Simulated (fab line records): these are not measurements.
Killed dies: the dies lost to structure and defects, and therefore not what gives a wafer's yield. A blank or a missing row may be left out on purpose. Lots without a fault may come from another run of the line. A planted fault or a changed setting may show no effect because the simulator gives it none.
Which tool did it?	flow nand harc	Sampling: 11 lots, 33 wafers, 6 of 1302 route steps

== WHAT EACH GAUGE READ, for each wafer ==
NHARC_P_M2_CD_MEAS_16. Usual: cd nm 169.9 nm, standard deviation 0.94.
lot	measured	on	cd nm (nm)	flag
L726	day 6 04:16	cd sem-03	169.0 168.7 170.9	
L727	day 6 21:51	cd sem-02	169.3 171.4 170.9	
L728	day 7 06:55	cd sem-02	172.7 169.8 170.2	
L729	day 7 11:01	cd sem-01	169.9 171.3 169.4	
L731	day 8 09:28	cd sem-03	169.6 169.9 170.5	
L733	day 9 02:40	cd sem-03	169.1 168.5 169.8	
L737	day 10 22:07	cd sem-02	170.5 170.1 169.0	
L742	day 13 04:31	cd sem-02	170.2 168.4 169.7	
L744	day 14 00:36	cd sem-02	168.7 168.7 171.3	
L745	day 14 14:49	cd sem-03	170.5 171.5 170.7	
L747	day 14 22:31	cd sem-01	169.9 169.2 170.1	

NHARC_END_SORT_01. Usual: defect limited yield 91.6 %, standard deviation 2.8; killed at array 52, standard deviation 18; killed at other 0.6, standard deviation 0.83; killed at periphery 4.3, standard deviation 2.8; killed dies 57, standard deviation 19; killed open 3.4, standard deviation 2; killed short 2.5, standard deviation 1.7; sort_bin_2_pct 3.0 %, standard deviation 1.1; sort_bin_3_pct 0.6 %, standard deviation 0.41; sort_bin_4_pct 4.7 %, standard deviation 1.6; sort n pass 620, standard deviation 19; sort rim yield pct 91 %, standard deviation 3.7; sort yield pct 91.6 %, standard deviation 2.8.
lot	measured	on	defect limited yield (%)	killed at array	killed at other	killed at periphery	killed dies	killed open	killed short	sort_bin_2_pct (%)	sort_bin_3_pct (%)	sort_bin_4_pct (%)	sort n pass	sort rim yield pct (%)	sort yield pct (%)	flag
L728	day 24 20:31	prober-02	88.2 87.1 88.0	79 83 76	0 0 0	1 4 5	80 87 81	4 2 3	1 2 4	4.6 4.7 4.3	1.2 0.4 1.2	6.1 7.7 6.5	597 590 596	96 96 96	88.2 87.1 88.0	
L731	day 25 20:13	prober-02	89.5 88.0 91.4	67 78 58	0 1 0	4 2 0	71 81 58	3 7 3	5 6 3	3.5 3.8 3.8	0.4 0.7 0.4	6.5 7.4 4.3	606 596 619	90 88 88	89.5 88.0 91.4	
L737	day 28 12:01	prober-02	88.3 88.0 88.3	73 74 71	1 0 1	5 7 7	79 81 79	3 2 6	2 1 1	3.8 3.1 3.4	1.6 1.5 0.7	6.2 7.4 7.5	598 596 598	90 89 85	88.3 88.0 88.3	
L744	day 31 13:45	prober-01	88.9	70	0	5	75	4	0	3.8	0.9	6.4	602	91	88.9	

== TOOL THAT RAN EACH LOT (tool first, then ch and the chambers of the sampled wafers, then the start) ==
lot	NHARC_P_M2_ETCH_35	NHARC_P_M2_PVD_20	NHARC_P_M2_ECD_22	NHARC_P_M2_CMP_23
L726	rie diel-06 ch 0,3, day 6 04:02	pvd sputter-02, day 6 05:50 or earlier	ecd cu-02 ch 0,1, day 6 05:50	cmp-02 ch 0,1, day 6 06:35
L727	rie diel-12 ch 0,1,2, day 6 21:39	pvd sputter-01, day 6 22:56 or earlier	ecd cu-01 ch 0,1, day 6 22:56	cmp-01 ch 1,2, day 6 23:40
L728	rie diel-06 ch 0,3, day 7 06:42	pvd sputter-03, day 7 08:04 or earlier	ecd cu-01 ch 0,1, day 7 08:04	cmp-04 ch 1,2, day 7 08:47
L729	rie diel-12 ch 1,2,3, day 7 10:48	pvd sputter-03, day 7 12:08 or earlier	ecd cu-01 ch 0, day 7 12:08	cmp-02 ch 0,1,3, day 7 12:50
L731	rie diel-12 ch 0,1,3, day 8 09:16	pvd sputter-03, day 8 10:36 or earlier	ecd cu-02 ch 1, day 8 10:36	cmp-01 ch 1,2,3, day 8 11:16
L733	rie diel-06 ch 0,1, day 9 02:27	pvd sputter-01, day 9 03:44 or earlier	ecd cu-01 ch 0,1, day 9 03:44	cmp-04 ch 2,3, day 9 04:28
L737	rie diel-11 ch 0,3, day 10 21:53	pvd sputter-01, day 10 23:17 or earlier	ecd cu-02 ch 0,1, day 10 23:17	cmp-04 ch 2,3, day 11 00:07
L742	rie diel-12 ch 0,1,3, day 13 04:17	pvd sputter-03, day 13 05:35 or earlier	ecd cu-01 ch 0,1, day 13 05:35	cmp-02 ch 0,1, day 13 06:18
L744	rie diel-11 ch 0,2,3, day 14 00:23	pvd sputter-03, day 14 01:41 or earlier	ecd cu-01 ch 0,1, day 14 01:41	cmp-04 ch 0,2,3, day 14 02:24
L745	rie diel-06 ch 2,3, day 14 14:31	pvd sputter-03, day 14 16:07 or earlier	ecd cu-01 ch 0,1, day 14 16:07	cmp-01 ch 0,2,3, day 14 16:56
L747	rie diel-12 ch 2,3, day 14 22:17	pvd sputter-01, day 14 23:35 or earlier	ecd cu-02 ch 0,1, day 14 23:35	cmp-02 ch 0,3, day 15 00:21
- NHARC_P_M2_ETCH_35: etches the open film in N2/H2, target depth 40 nm, overetch 12 nm, time 43.94 s.
- NHARC_P_M2_PVD_20: deposits TaN, target thk 5 nm, time 8.06 s.
- NHARC_P_M2_ECD_22: material Cu, target thk 400 nm.
- NHARC_P_M2_CMP_23: polishes, t overpolish 20 s, target thk 144.3 nm.

== WHAT THE TOOLS THEMSELVES READ (means of the sampled wafers that have a number; where no wafer has one, the mark that the record gives instead) ==
NHARC_P_M2_ETCH_35. Usual: drypump motor current A 5.7 A, standard deviation 0.42; oes product au 0.999 a.u., standard deviation 0.0093; rf vpp V 429.8 V, standard deviation 2.9; showerhead plenum p Torr 2.01 Torr, standard deviation 0.099; throttle valve pct 14.171 %, standard deviation 0.0093.
lot	tool	drypump motor current A (A)	oes product au (a.u.)	rf vpp V (V)	showerhead plenum p Torr (Torr)	throttle valve pct (%)	flag
L726	rie diel-06	6.0	0.995	430.7	2.05	14.173	
L727	rie diel-12	5.6	1.001	431.2	2.07	14.171	
L728	rie diel-06	6.0	1.004	429.8	2.05	14.165	
L729	rie diel-12	5.8	1.001	431.8	2.08	14.168	
L731	rie diel-12	5.6	0.996	429.3	2.01	14.171	
L733	rie diel-06	5.4	1.007	431.1	2.05	14.177	
L737	rie diel-11	5.2	0.990	427.7	1.93	14.178	
L742	rie diel-12	5.6	0.993	429.9	2.01	14.180	
L744	rie diel-11	5.7	1.008	427.6	1.94	14.170	
L745	rie diel-06	5.8	1.006	430.5	2.03	14.179	
L747	rie diel-12	6.0	0.988	430.5	2.04	14.167	

NHARC_P_M2_PVD_20. Usual: bias v 168.7 V, standard deviation 1.8; throttle valve pct 29.9 %, standard deviation 1.2.
lot	tool	bias v (V)	throttle valve pct (%)	flag
L726	pvd sputter-02	169.0	30.0	
L727	pvd sputter-01	168.4	29.9	
L728	pvd sputter-03	168.6	29.3	
L729	pvd sputter-03	169.6	30.4	
L731	pvd sputter-03	170.9	29.5	
L733	pvd sputter-01	169.2	30.0	
L737	pvd sputter-01	168.0	30.3	
L742	pvd sputter-03	168.6	29.4	
L744	pvd sputter-03	169.0	29.4	
L745	pvd sputter-03	169.2	29.3	
L747	pvd sputter-01	169.0	30.0	

NHARC_P_M2_CMP_23. Usual: motor current A 12.1 A, standard deviation 1; time to endpoint s 29.2 s, standard deviation 2.4.
lot	tool	motor current A (A)	time to endpoint s (s)	flag
L726	cmp-02	12.6	30.0	
L727	cmp-01	11.6	29.7	
L728	cmp-04	12.5	30.9	
L729	cmp-02	12.7	30.0	
L731	cmp-01	11.6	29.7	
L733	cmp-04	11.8	24.1	
L737	cmp-04	11.8	29.5	
L742	cmp-02	12.6	27.4	
L744	cmp-04	11.9	23.9	
L745	cmp-01	11.9	23.6	
L747	cmp-02	13.9	29.7	

== THE ANSWER, worked out from the rows above alone ==
Rule: take the mean of a lot's wafers that have a number; if it is more than 3 standard deviations from the usual mean, the lot is off. A lot without any number at a reading at which 4 lots or more have one is off too. All remaining lots with rows at the step are treated as sound. Order of review: gauges by route order, followed by the tools' own readings, for which a lot's mean as printed above is used. At the first step where some lot is off, the reading lying furthest off is the one used; lots without a number count as furthest.
None of the lots is off at any reading shown; this tells nothing.

== WHAT WAS PUT IN BY THE SIMULATOR ==
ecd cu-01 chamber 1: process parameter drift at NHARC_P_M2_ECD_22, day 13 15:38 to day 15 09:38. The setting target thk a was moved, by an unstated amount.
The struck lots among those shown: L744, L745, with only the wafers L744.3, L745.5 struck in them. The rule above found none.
